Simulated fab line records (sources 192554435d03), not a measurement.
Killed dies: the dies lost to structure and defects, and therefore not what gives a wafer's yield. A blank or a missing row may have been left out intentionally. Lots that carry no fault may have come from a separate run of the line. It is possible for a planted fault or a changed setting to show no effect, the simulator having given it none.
fab line records	flow n5Finfet	part 1 of 2: steps 1 to 21 of 28
[record] lots = 5	wafers = 15	lastDay = 18
route steps=1938 shown BEOL_M11@1556
lots with no fault: from the same line, run without faults
startH: the number of hours between the record's first day and the start of the first shown wafer of the lot	waitH: hours from the lot's prior step to this one	" same as the row above	L1.1+2: one row covering several wafers at once	- no value, or no start given	* or withheld: withheld	< > ~ a bound
route shown NAME@n: a module of which the file shows steps, and the number in the route of the first	usual: mean/standard deviation of fault-free wafers	same: alike in all rows	chamber/n: place in a boat	sites: each site's reading	_std_site: standard deviation of those values	_edge_site: the outer-site mean with the inner-site mean subtracted	radiusMm: how far each site lies from the wafer's centre	mask NAME#n: copy n	behind: the tool/chamber that last shaped the wafer	hold: why the lot was held/for how many hours/how that ended	device: names the non-switching transistor (n, p or np)	end of line: tests of these same wafers at the route's end	for a step that has no rows: nothing shown but its recipe	killed: not the wafer's yield, but the dies lost to structure and defects at the first sort	map: per-die view of a wafer (x killed, . not killed, _ where there is no die)
set.NAME: the run value of the setting; set.NAME@STEP: its run value at that earlier step	model.NAME: the simulator's own value behind a step, which no gauge read
a table for each step, a row for each wafer; lots at some steps of the route
services: a tool's chamber out of use, with start hour (startH, from the record's first day; less than 0 if before it), hours out, and reason
[[steps]]
[step N5_BEOL_M11_STRIP_67]
[recipe] chemistry = CF4	resist = SiARC	powerW = 300	biasPowerW = 75	pressureMtorr = 50	cf4FlowSccm = 150	rfFrequencyHz = 6e+07
[usual] drypumpMotorCurrentA = 5.8/0.43	oesProductAu = 0.77/0.086	rfVppV = 271.1/1.6	showerheadPlenumPTorr = 1.80/0.062	throttleValvePct = 13.66/0.25
lot.wafer	tool	chamber	startH	waitH	drypumpMotorCurrentA	oesProductAu	rfHoursCounterH	rfVppV	showerheadPlenumPTorr	throttleValvePct
L079.2	rieDiel-03	0	270.56	0.0	5.8	0.78	116	272.8	1.86	13.59
L079.3	"	3	"	"	5.7	0.86	39	271.8	1.83	13.32
L079.5	"	3	"	"	5.6	0.86	-	271.4	1.83	13.32
L083.1	rieDiel-03	0	288.59	0.0	5.9	0.79	121	273.1	1.86	13.62
L083.3	"	1	"	"	5.1	0.77	114	271.2	1.74	13.36
L083.6	"	0	"	"	5.9	0.79	-	273.3	1.86	13.60
L084.1	rieDiel-05	0	297.82	0.0	6.3	0.69	247	269.0	1.72	13.87
L084.3	"	3	"	"	6.1	0.69	222	272.9	1.84	13.85
L084.6	"	2	"	"	6.3	0.72	-	269.4	1.78	13.57
L093.2	rieDiel-04	1	343.81	0.0	5.2	0.76	144	270.3	1.78	13.77
L093.4	"	0	"	"	5.1	0.71	216	269.6	1.71	13.96
L093.6	"	0	"	"	5.1	0.70	-	269.8	1.71	13.94
L097.1	rieDiel-04	3	390.66	0.0	5.9	0.83	85	273.5	1.89	13.34
L097.5	"	0	"	"	5.1	0.69	-	268.8	1.70	13.98
L097.6	"	3	"	"	5.9	0.83	-	273.8	1.89	13.33
[step N5_BEOL_M11_HM_OPEN_17]
[recipe] chemistry = Cl2/BCl3	targetDepthA = 200	overetchA = 60	target = TiN	maskMaterial = SOC	ionEnergyEv = 150	pressureMtorr = 10	icpW = 1000	biasW = 126	Cl2_flow_sccm = 53.25	bcl3FlowSccm = 21.75	Ar_flow_sccm = 25
[usual] drypumpMotorCurrentA = 6.0/0.42	oesProductAu = 0.65/0.1	rfFwdPowerW = 993.4/3	throttleValvePct = 22.1/0.32
lot.wafer	tool	chamber	startH	waitH	drypumpMotorCurrentA	oesProductAu	rfFwdPowerW	rfHoursCounterH	throttleValvePct
L079.2	rieMetal-01	0	270.60	0.0	5.9	0.65	988.7	46	21.9
L079.3	"	1	"	"	6.4	0.53	991.1	-	22.0
L079.5	"	1	"	"	6.5	0.54	985.5	-	22.0
L083.1	rieMetal-02	0	288.63	0.0	5.5	0.58	993.1	96	22.4
L083.3	"	0	"	"	5.5	0.58	996.1	-	22.4
L083.6	"	0	"	"	5.5	0.57	995.6	-	22.4
L084.1	rieMetal-02	0	297.86	0.0	5.5	0.57	991.8	96	22.4
L084.3	"	0	"	"	5.5	0.57	988.8	-	22.4
L084.6	"	0	"	"	5.5	0.58	991.8	-	22.4
L093.2	rieMetal-03	0	343.85	0.0	6.6	0.82	988.7	4	21.8
L093.4	"	1	"	"	5.6	0.62	994.5	-	22.5
L093.6	"	0	"	"	6.6	0.83	988.3	-	21.8
L097.1	rieMetal-01	0	390.70	0.0	6.0	0.62	994.5	59	21.9
L097.5	"	1	"	"	6.4	0.78	990.8	-	21.7
L097.6	"	0	"	"	5.9	0.62	987.9	-	21.9
[step N5_BEOL_M11_STRIP_19]
[recipe] chemistry = O2	powerW = 400	tempC = 40	pressureMtorr = 30	rfFrequencyHz = 6e+07	biasPowerW = 0	overashFraction = 0.2	o2FlowSccm = 225
[usual] drypumpMotorCurrentA = 5.7/0.42	oesProductAu = 0.79/0.096	rfVppV = 3.6/0.58	showerheadPlenumPTorr = 2.11/0.087	throttleValvePct = 16.71/0.25
lot.wafer	tool	chamber	startH	waitH	drypumpMotorCurrentA	oesProductAu	rfHoursCounterH	rfVppV	showerheadPlenumPTorr	throttleValvePct
L079.2	rieDiel-03	0	270.72	0.1	5.9	0.78	116	3.1	2.20	16.75
L079.3	"	3	"	"	5.6	0.87	39	4.0	2.14	16.43
L079.5	"	1	"	"	5.1	0.76	-	4.1	2.02	16.33
L083.1	rieDiel-04	3	288.83	0.2	5.9	0.85	55	3.7	2.24	16.45
L083.3	"	1	"	"	5.2	0.78	125	4.4	2.10	16.91
L083.6	"	0	"	"	5.1	0.71	-	3.6	1.99	17.02
L084.1	rieDiel-04	0	298.06	0.2	5.1	0.71	201	4.1	1.99	17.01
L084.3	"	3	"	"	5.9	0.85	58	3.9	2.24	16.44
L084.6	"	2	"	"	6.1	1.02	-	2.6	2.05	16.46
L093.2	rieDiel-04	0	344.03	0.1	5.1	0.70	216	3.9	1.99	17.07
L093.4	"	1	"	"	5.2	0.76	144	3.6	2.10	16.96
L093.6	"	3	"	"	5.9	0.84	-	3.1	2.23	16.48
L097.1	rieDiel-03	1	390.81	0.1	5.1	0.74	144	3.4	2.01	16.42
L097.5	"	3	"	"	5.7	0.82	-	2.8	2.13	16.52
L097.6	"	0	"	"	5.9	0.75	-	3.7	2.18	16.82
[step N5_BEOL_M11_CD_MEAS_18]
[recipe] pitchNm = 140	targetCdNm = 70
[usual] cdNm = 70.3/0.59
lot.wafer	tool	chamber	startH	waitH	cdNm
L079.2	cdSem-02	-	270.79	0.1	70.6
L079.3	"	-	"	"	71.0
L079.5	"	-	"	"	71.5
L083.1	cdSem-03	-	288.90	0.0	69.9
L083.3	"	-	"	"	70.1
L083.6	"	-	"	"	69.4
L084.1	cdSem-01	-	298.13	0.0	68.9
L084.3	"	-	"	"	69.8
L084.6	"	-	"	"	68.8
L093.2	cdSem-03	-	344.10	0.1	70.2
L093.4	"	-	"	"	71.4
L093.6	"	-	"	"	70.6
L097.1	cdSem-03	-	390.88	0.0	69.8
L097.5	"	-	"	"	70.6
L097.6	"	-	"	"	70.2
[step N5_BEOL_M11_COAT_63]
[recipe] resist = SOC	tempC = 250	timeS = 60	spinRpm = 1500	resistThkNm = 100
lot.wafer	tool	chamber	startH	waitH
L079.2+3+5	lithoTrack-03	0	273.47	2.7
L083.1+3+6	lithoTrack-05	0	290.58	1.7
L084.1+3+6	lithoTrack-03	0	299.64	1.5
L093.2+4+6	lithoTrack-03	0	345.49	1.4
L097.1+5+6	lithoTrack-05	0	392.36	1.5
[step N5_BEOL_M11_COAT_64]
[recipe] resist = SiARC	tempC = 220	timeS = 60	spinRpm = 1500	resistThkNm = 30
lot.wafer	tool	chamber	startH	waitH
L079.2+3+5	lithoTrack-03	0	-	-
L083.1+3+6	lithoTrack-05	0	-	-
L084.1+3+6	lithoTrack-03	0	-	-
L093.2+4+6	lithoTrack-03	0	-	-
L097.1+5+6	lithoTrack-05	0	-	-
[step N5_BEOL_M11_COAT_22]
[recipe] resist = CAR-ArF	spinRpm = 1500	resistThkNm = 90
lot.wafer	tool	chamber	startH	waitH
L079.2+3+5	lithoTrack-03	0	-	-
L083.1+3+6	lithoTrack-05	0	-	-
L084.1+3+6	lithoTrack-03	0	-	-
L093.2+4+6	lithoTrack-03	0	-	-
L097.1+5+6	lithoTrack-05	0	-	-
[step N5_BEOL_M11_EBR_24]
[recipe] solvent = PGMEA	ebrWidthMm = 1.5
lot.wafer	tool	chamber	startH	waitH
L079.2+3+5	lithoTrack-03	0	-	-
L083.1+3+6	lithoTrack-05	0	-	-
L084.1+3+6	lithoTrack-03	0	-	-
L093.2+4+6	lithoTrack-03	0	-	-
L097.1+5+6	lithoTrack-05	0	-	-
[step N5_BEOL_M11_SOFTBAKE_23]
[recipe] tempC = 110	timeS = 60	resist = CAR-ArF
lot.wafer	tool	chamber	startH	waitH
L079.2+3+5	lithoTrack-03	0	-	-
L083.1+3+6	lithoTrack-05	0	-	-
L084.1+3+6	lithoTrack-03	0	-	-
L093.2+4+6	lithoTrack-03	0	-	-
L097.1+5+6	lithoTrack-05	0	-	-
[step N5_BEOL_M11_EXPOSE_25]
[recipe] maskId = V10	na = 1.35	sourceShape = annular	sigmaInner = 0.5	sigmaOuter = 0.8	polarization = unpolarized	doseMj = 85.5
[usual] focusOffsetNm = -0.1/0.49
lot.wafer	tool	chamber	startH	waitH	mask	focusOffsetNm
L079.2	arfiScanner-02	0	273.72	-	V10#0	-0.3
L079.3	"	0	"	"	V10#0	-0.2
L079.5	"	0	"	"	V10#0	0.5
L083.1	arfiScanner-02	0	290.84	-	V10#0	0.3
L083.3	"	0	"	"	V10#0	0.5
L083.6	"	0	"	"	V10#0	0.1
L084.1	arfiScanner-01	0	299.88	-	V10#0	0.2
L084.3	"	0	"	"	V10#0	-0.6
L084.6	"	0	"	"	V10#0	-0.2
L093.2	arfiScanner-03	0	345.74	-	V10#0	0.6
L093.4	"	0	"	"	V10#0	0.6
L093.6	"	0	"	"	V10#0	0.4
L097.1	arfiScanner-01	0	392.60	-	V10#0	-0.8
L097.5	"	0	"	"	V10#0	0.0
L097.6	"	0	"	"	V10#0	-0.2
[step N5_BEOL_M11_PEB_26]
[recipe] pebTempC = withheld	pebTimeS = 60	resist = CAR-ArF
lot.wafer	tool	chamber	startH	waitH
L079.2+3+5	lithoTrack-03	0	273.78	0.1
L083.1+3+6	lithoTrack-05	0	290.91	0.1
L084.1+3+6	lithoTrack-03	0	299.95	0.1
L093.2+4+6	lithoTrack-04	0	345.80	0.1
L097.1+5+6	lithoTrack-05	0	392.66	0.1
[step N5_BEOL_M11_DEVELOP_27]
[recipe] developTimeS = 30	developer = TMAH	resist = CAR-ArF	rinseLiquid = diw	dry = airSpin	devTempC = 23
lot.wafer	tool	chamber	startH	waitH
L079.2+3+5	lithoTrack-03	0	-	-
L083.1+3+6	lithoTrack-05	0	-	-
L084.1+3+6	lithoTrack-03	0	-	-
L093.2+4+6	lithoTrack-04	0	-	-
L097.1+5+6	lithoTrack-05	0	-	-
[step N5_BEOL_M11_CD_MEAS_28]
[recipe] targetCdNm = 70	landingEnergyEv = 500	detector = seInlens	polarity = opening
[usual] cdNm = 70.2/0.98
lot.wafer	tool	chamber	startH	waitH	cdNm
L079.2	cdSem-01	0	273.85	-	70.6
L079.3	"	0	"	"	71.7
L079.5	"	0	"	"	69.7
L083.1	cdSem-02	0	290.97	-	69.7
L083.3	"	0	"	"	70.4
L083.6	"	0	"	"	71.4
L084.1	cdSem-03	0	300.02	-	68.9
L084.3	"	0	"	"	71.2
L084.6	"	0	"	"	69.3
L093.2	cdSem-02	0	345.86	-	69.3
L093.4	"	0	"	"	69.2
L093.6	"	0	"	"	69.7
L097.1	cdSem-02	0	392.73	-	70.2
L097.5	"	0	"	"	68.1
L097.6	"	0	"	"	70.2
[step N5_BEOL_M11_OVL_MEAS_29]
[recipe] pointsPerWafer = 44
[usual] V10_OVL = 0.2/0.7
lot.wafer	tool	chamber	startH	waitH	V10_OVL[nm]
L079.2	overlay-01	0	273.88	0.0	-0.2
L079.3	"	0	"	"	1.3
L079.5	"	0	"	"	0.2
L083.1	overlay-02	0	291.00	0.0	0.1
L083.3	"	0	"	"	1.5
L083.6	"	0	"	"	-0.9
L084.1	overlay-01	0	300.05	0.0	-0.9
L084.3	"	0	"	"	-0.1
L084.6	"	0	"	"	1.0
L093.2	overlay-02	0	345.89	0.0	0.1
L093.4	"	0	"	"	-1.2
L093.6	"	0	"	"	0.0
L097.1	overlay-02	0	392.76	0.0	0.1
L097.5	"	0	"	"	1.4
L097.6	"	0	"	"	-1.0
[step N5_BEOL_M11_INSPECT_30]
[recipe] mode = adi	inspectInstrument = brightfield
[usual] rawDefectCount = 415/110
lot.wafer	tool	chamber	startH	waitH	rawDefectCount
L079.2	defectInspect-02	-	273.91	0.0	405
L079.3	"	-	"	"	488
L079.5	"	-	"	"	254
L083.1	defectInspect-01	-	291.03	0.0	591
L083.3	"	-	"	"	462
L083.6	"	-	"	"	527
L084.1	defectInspect-02	-	300.07	0.0	482
L084.3	"	-	"	"	490
L084.6	"	-	"	"	551
L093.2	defectInspect-02	-	345.92	0.0	325
L093.4	"	-	"	"	422
L093.6	"	-	"	"	434
L097.1	defectInspect-02	-	392.79	0.0	329
L097.5	"	-	"	"	285
L097.6	"	-	"	"	312
[step N5_BEOL_M11_DESCUM_33]
[recipe] chemistry = O2	timeS = 7.9	sourcePowerW = 50	biasPowerW = 20	pressureMtorr = 20	rfFrequencyHz = 2.712e+07	tempC = 40	resist = CAR-ArF	o2FlowSccm = 225
[usual] drypumpMotorCurrentA = 5.7/0.41	oesProductAu = 0.80/0.093	rfFwdPowerW = 49.35/0.25	rfVppV = 243.4/1.4	showerheadPlenumPTorr = 2.11/0.082	throttleValvePct = 20.46/0.25
lot.wafer	tool	chamber	startH	waitH	drypumpMotorCurrentA	oesProductAu	rfFwdPowerW	rfHoursCounterH	rfVppV	showerheadPlenumPTorr	throttleValvePct
L079.2	rieDiel-03	1	273.94	0.0	5.1	0.78	49.67	110	241.4	2.01	20.06
L079.3	"	0	"	"	5.9	0.79	49.24	117	243.9	2.19	20.50
L079.5	"	0	"	"	5.9	0.79	49.11	-	244.0	2.19	20.49
L083.1	rieDiel-04	1	291.24	0.2	5.2	0.78	49.83	126	244.1	2.10	20.68
L083.3	"	3	"	"	5.9	0.86	49.24	57	245.5	2.23	20.28
L083.6	"	0	"	"	5.1	0.71	49.06	-	242.0	1.99	20.77
L084.1	rieDiel-04	3	300.11	0.0	5.9	0.85	49.26	59	244.3	2.23	20.27
L084.3	"	1	"	"	5.2	0.78	49.39	129	243.8	2.10	20.69
L084.6	"	0	"	"	5.1	0.70	48.83	-	241.0	1.99	20.79
L093.2	rieDiel-04	3	345.95	0.0	5.9	0.84	49.45	73	245.8	2.23	20.29
L093.4	"	1	"	"	5.2	0.77	49.47	145	243.1	2.09	20.73
L093.6	"	0	"	"	5.1	0.70	48.97	-	241.3	1.98	20.81
L097.1	rieDiel-05	1	392.82	0.0	5.8	0.70	49.58	246	241.6	2.07	20.84
L097.5	"	0	"	"	6.3	0.93	49.43	-	245.1	2.23	20.16
L097.6	"	1	"	"	5.8	0.70	49.60	-	242.4	2.07	20.85
[step N5_BEOL_M11_ETCH_65]
[recipe] chemistry = CF4	target = SiARC	targetDepthA = 390	maskMaterial = CAR-ArF	timeS = 65	ionEnergyEv = 80	pressureMtorr = 40	sourceW = 545	biasW = 36	Ar_flow_sccm = 100	cf4FlowSccm = 100	ends = cleared
[usual] drypumpMotorCurrentA = 5.7/0.41	etchRfOnTimeS = 64.5/1.2	oesProductAu = 0.68/0.078	rfFwdPowerW = 538.2/2.8	rfVppV = 184.2/1.2	showerheadPlenumPTorr = 2.16/0.075	throttleValvePct = 15.62/0.25
lot.wafer	tool	chamber	startH	waitH	drypumpMotorCurrentA	etchRfOnTimeS	oesProductAu	rfFwdPowerW	rfHoursCounterH	rfVppV	showerheadPlenumPTorr	throttleValvePct
L079.2	rieDiel-03	1	273.97	0.0	5.1	65.1	0.66	537.3	110	184.4	2.08	15.39
L079.3	"	0	"	"	5.8	65.5	0.67	537.6	117	184.3	2.23	15.64
L079.5	"	0	"	"	5.8	64.9	0.68	535.2	-	184.1	2.23	15.64
L083.1	rieDiel-04	1	291.28	0.0	5.2	63.3	0.68	542.1	126	185.1	2.15	15.82
L083.3	"	3	"	"	5.9	65.0	0.74	534.1	57	185.8	2.26	15.28
L083.6	"	0	"	"	5.1	64.5	0.60	535.4	-	182.9	2.03	15.89
L084.1	rieDiel-04	3	300.14	0.0	5.9	63.8	0.75	536.6	59	184.3	2.25	15.29
L084.3	"	1	"	"	5.2	62.3	0.68	541.4	129	182.4	2.15	15.84
L084.6	"	0	"	"	5.1	63.3	0.61	534.5	-	184.8	2.03	15.92
L093.2	rieDiel-04	3	345.99	0.0	5.9	64.0	0.72	538.2	73	185.3	2.25	15.31
L093.4	"	1	"	"	5.2	62.5	0.66	538.8	145	183.6	2.14	15.87
L093.6	"	0	"	"	5.1	64.1	0.60	533.1	-	182.1	2.03	15.93
L097.1	rieDiel-05	1	392.86	0.0	5.8	65.0	0.60	541.1	246	184.0	2.11	15.95
L097.5	"	0	"	"	6.4	63.5	0.80	537.4	-	186.9	2.29	15.42
L097.6	"	1	"	"	5.8	65.2	0.60	540.2	-	182.4	2.11	15.97
[step N5_BEOL_M11_ETCH_66]
[recipe] chemistry = N2/H2	target = SOC	targetDepthA = 1200	overetchA = 240	maskMaterial = SiARC	tempC = 40	timeS = 180	ionEnergyEv = 200	pressureMtorr = 30	sourceW = 840	biasW = 150	n2FlowSccm = 200	h2FlowSccm = 200
[usual] drypumpMotorCurrentA = 5.7/0.41	oesProductAu = 0.64/0.071	rfFwdPowerW = 836/3	rfVppV = 524.3/2.8	showerheadPlenumPTorr = 2.56/0.096	throttleValvePct = 17.83/0.28
lot.wafer	tool	chamber	startH	waitH	drypumpMotorCurrentA	oesProductAu	rfFwdPowerW	rfHoursCounterH	rfVppV	showerheadPlenumPTorr	throttleValvePct
L079.2	rieDiel-03	1	274.02	0.0	5.1	0.63	837	110	521.7	2.46	17.53
L079.3	"	0	"	"	5.9	0.65	835	117	526.2	2.69	18.03
L079.5	"	0	"	"	5.9	0.64	839	-	527.0	2.69	18.02
L083.1	rieDiel-04	1	291.33	0.0	5.2	0.63	839	127	524.5	2.54	18.02
L083.3	"	3	"	"	5.9	0.70	837	57	527.6	2.68	17.43
L083.6	"	0	"	"	5.1	0.57	836	-	520.0	2.41	18.10
L084.1	rieDiel-04	3	300.19	0.0	5.9	0.70	838	59	528.2	2.68	17.43
L084.3	"	1	"	"	5.2	0.63	835	129	524.6	2.54	18.02
L084.6	"	0	"	"	5.2	0.57	832	-	521.6	2.41	18.12
L093.2	rieDiel-04	3	346.04	0.0	5.9	0.68	837	73	526.9	2.67	17.47
L093.4	"	1	"	"	5.2	0.61	838	145	525.2	2.53	18.05
L093.6	"	0	"	"	5.1	0.56	832	-	520.8	2.41	18.14
L097.1	rieDiel-05	1	392.91	0.0	5.8	0.58	837	246	521.2	2.52	18.22
L097.5	"	0	"	"	6.3	0.75	837	-	528.0	2.71	17.60
L097.6	"	1	"	"	5.8	0.58	834	-	523.4	2.51	18.23
[step N5_BEOL_M11_STRIP_69]
[recipe] chemistry = N2/H2	tempC = 40	n2FlowSccm = 200	h2FlowSccm = 200	rfFrequencyHz = 6e+07
lot.wafer	tool	chamber	startH	waitH
L079.2+3+5	rieDiel-03	1,0,0	274.14	0.1
L083.1+3+6	rieDiel-04	1,3,0	291.44	0.1
L084.1+3+6	rieDiel-04	3,1,0	300.31	0.1
L093.2+4+6	rieDiel-04	3,1,0	346.15	0.1
L097.1+5+6	rieDiel-05	1,0,1	393.02	0.1
[step N5_BEOL_M11_VIA_ETCH_34]
[recipe] chemistry = C4F6/O2	target = SiCOH_lowk	targetDepthA = 1845	maskMaterial = SOC	taperDeg = 4	timeS = 69.2	ionEnergyEv = 250	pressureMtorr = 30	sourceW = 345	biasW = 185	Ar_flow_sccm = 300	C4F6_flow_sccm = 10	O2_flow_sccm = 10
[usual] drypumpMotorCurrentA = 5.7/0.41	oesProductAu = 0.80/0.092	rfFwdPowerW = 341.8/1.3	rfVppV = 664/17	showerheadPlenumPTorr = 2.87/0.1	throttleValvePct = 20.92/0.25
lot.wafer	tool	chamber	startH	waitH	drypumpMotorCurrentA	oesProductAu	rfFwdPowerW	rfHoursCounterH	rfVppV	showerheadPlenumPTorr	throttleValvePct
L079.2	rieDiel-03	1	274.15	0.0	5.1	0.77	341.7	110	658	2.78	20.71
L079.3	"	0	"	"	5.9	0.79	340.8	117	648	2.97	20.94
L079.5	"	0	"	"	5.8	0.79	341.4	-	647	2.97	20.93
L083.1	rieDiel-04	1	291.45	0.0	5.2	0.79	344.9	127	652	2.88	21.30
L083.3	"	3	"	"	5.9	0.86	341.0	57	679	2.99	20.51
L083.6	"	0	"	"	5.2	0.71	339.4	-	641	2.69	21.10
L084.1	rieDiel-04	3	300.32	0.0	5.9	0.87	341.7	59	679	2.98	20.52
L084.3	"	1	"	"	5.2	0.78	341.9	129	651	2.88	21.29
L084.6	"	0	"	"	5.1	0.71	341.3	-	642	2.69	21.11
L093.2	rieDiel-04	3	346.16	0.0	5.9	0.85	339.5	73	681	2.98	20.57
L093.4	"	1	"	"	5.2	0.78	342.4	145	650	2.87	21.33
L093.6	"	0	"	"	5.2	0.69	339.6	-	642	2.69	21.13
L097.1	rieDiel-05	1	393.03	0.0	5.8	0.71	342.7	246	648	2.79	21.13
L097.5	"	0	"	"	6.3	0.93	342.5	-	689	3.03	20.71
L097.6	"	1	"	"	5.8	0.70	343.3	-	648	2.79	21.14
[step N5_BEOL_M11_STRIP_73]
[recipe] chemistry = C4F6/O2	resist = SiARC	rfFrequencyHz = 6e+07
lot.wafer	tool	chamber	startH	waitH
L079.2+3+5	rieDiel-03	1,0,0	274.20	0.0
L083.1+3+6	rieDiel-04	1,3,0	291.50	0.0
L084.1+3+6	rieDiel-04	3,1,0	300.37	0.0
L093.2+4+6	rieDiel-04	3,1,0	346.21	0.0
L097.1+5+6	rieDiel-05	1,0,1	393.08	0.0
